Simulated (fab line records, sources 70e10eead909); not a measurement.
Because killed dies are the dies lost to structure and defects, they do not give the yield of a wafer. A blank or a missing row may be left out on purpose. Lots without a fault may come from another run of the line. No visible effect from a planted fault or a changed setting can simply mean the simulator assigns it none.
A lot that was struck, set against a sound lot	flow nandHarc	28 out of 1302 route steps
Sound: the wafers L792.2, L792.4, L792.5. Struck: wafer L786.3. The cause comes at the end.
For every step that has rows: the tool of each side, followed by ch and its chambers, followed by its first start. Under that, the readings that differ: sound wafers	struck wafers	difference of the means	sigmas: that difference in standard deviations of wafers without a fault.
alike: a reading whose means differ by less than 2 such deviations, as well as words and numbers matching on both sides. not compared: withheld readings; readings where some wafer has no value; bounds like >300 that might hide an equal value; numbers whose values overlap and for which the record gives no deviation.
Wherever a step has rows on one side only, a row that says differs or no value, or a row with sigmas, the two part there. Numbers that don't overlap but have no deviation are shown without sigmas and don't part them. A reading that every wafer of one side lacks parts them only if that side has two wafers or more.

first, 8 steps without rows for these wafers: NHARC_A_M0_HMDS_02 (time 30 s); NHARC_A_M0_COAT_33 (time 65 s); NHARC_A_M0_COAT_03 (resist thk 90 nm); NHARC_A_M0_SOFTBAKE_04 (time 55 s); NHARC_A_M0_EBR_05; NHARC_A_M0_EXPOSE_06 (exposes mask A M0, target cd 80 nm); NHARC_A_M0_PEB_07 (peb time 65 s); NHARC_A_M0_DEVELOP_08 (develop time 35 s).
NHARC_A_M0_CD_MEAS_09: target cd 80 nm.
  sound on cdSem-02 ch 0, day 30 11:28; struck on cdSem-01 ch 0, day 27 17:20
  alike: cdNm
NHARC_A_M0_OVL_MEAS_10: pitch 160 nm.
  sound on overlay-01 at day 30 11:33; struck on overlay-02 at day 27 17:26
  alike: overlayXNm, overlayYNm
NHARC_A_M0_INSPECT_11:
  sound on defectInspect-02 at day 30 11:35; struck on defectInspect-01 at day 27 17:28
  alike: rawDefectCount
NHARC_A_M0_DESCUM_14: chemistry O2, time 3 s.
  sound on rieDiel-13 ch 0,1,3, day 30 11:38; struck on rieDiel-13 ch 3, day 27 17:32
  alike: drypumpMotorCurrentA, oesProductAu, rfVppV, showerheadPlenumPTorr, throttleValvePct
  not compared: rfHoursCounterH
NHARC_A_M0_ETCH_34: etches the open film in N2/H2, target depth 40 nm, overetch 12 nm, time 43.94 s.
  sound on rieDiel-13 ch 1,3, day 30 11:44; struck on rieDiel-13 ch 1, day 27 17:38
  alike: drypumpMotorCurrentA, n2FlowSccm, oesProductAu, rfVppV, showerheadPlenumPTorr, throttleValvePct
  not compared: rfHoursCounterH
then, 1 step without rows for these wafers: NHARC_A_M0_ETCH_15 (etches the open film in C4F8/Ar, target depth 150 nm, overetch 15 nm, time 82.5 s).
NHARC_A_M0_CD_MEAS_16:
  sound on cdSem-01 at day 30 11:57; struck on cdSem-01 at day 27 17:52
  alike: cdNm
then, 3 steps without rows for these wafers: NHARC_A_M0_STRIP_18 (strips in N2/H2); NHARC_A_M0_STRIP_19 (strips in post etch residue remover, time 600 s); NHARC_A_M0_DEGAS_28 (time 60 s).
NHARC_A_M0_PRE_CLEAN_29: time 30 s.
  sound on pvdSputter-01; struck on pvdSputter-03
  alike: heaterPowerW
NHARC_A_M0_PVD_20: deposits TaN, target thk 5 nm, time 8.06 s.
  sound on pvdSputter-01; struck on pvdSputter-03
  alike: throttleValvePct
NHARC_A_M0_PVD_21: deposits Cu, target thk 30 nm, time 20.49 s.
  sound on pvdSputter-01; struck on pvdSputter-03
  alike: throttleValvePct
then, 3 steps without rows for these wafers: NHARC_A_M0_ECD_22 (material Cu, target thk 400 nm); NHARC_A_M0_ANNEAL_30 (time 90 s); NHARC_A_M0_CMP_23 (polishes, t overpolish 20 s, target thk 113.75 nm).
NHARC_A_M0_THK_MEAS_24: measures by xrf.
  sound on filmMetro-02 at day 30 14:00; struck on filmMetro-02 at day 27 19:53
  alike: thkNm
then, 1 step without rows for these wafers: NHARC_A_M0_SRD_25.
NHARC_A_M0_PRE_CLEAN_31: time 12 s.
  sound on pecvd-03 ch 0,2, day 30 14:15; struck on pecvd-01 ch 1, day 28 00:43
reading	sound	struck	difference	sigmas
hold	- - -	awaitDispo/3.8h/release	no value on the sound wafers	
  alike: heaterPowerW
-- jump in the record: it breaks off in module A_M0 and resumes in module END (first step shown: number 1302 of the route), and 2 days separate the struck wafers' starts before and after --
NHARC_END_SORT_01:
  sound on prober-02 ch 0, day 32 05:55; struck on prober-02 ch 0, day 30 01:40
reading	sound	struck	difference	sigmas
defectLimitedYield (%)	92 92 91	82	-10	-3
killedAtArray	51 49 51	111	+61	+3
killedDies	57 56 59	121	+64	+3
  alike: killedAtOther, killedAtPeriphery, killedOpen, killedShort

## WHERE THEY PART
Last at NHARC_END_SORT_01 as far as this record goes, first at NHARC_A_M0_PRE_CLEAN_31.

WHY: whatever the simulator had introduced
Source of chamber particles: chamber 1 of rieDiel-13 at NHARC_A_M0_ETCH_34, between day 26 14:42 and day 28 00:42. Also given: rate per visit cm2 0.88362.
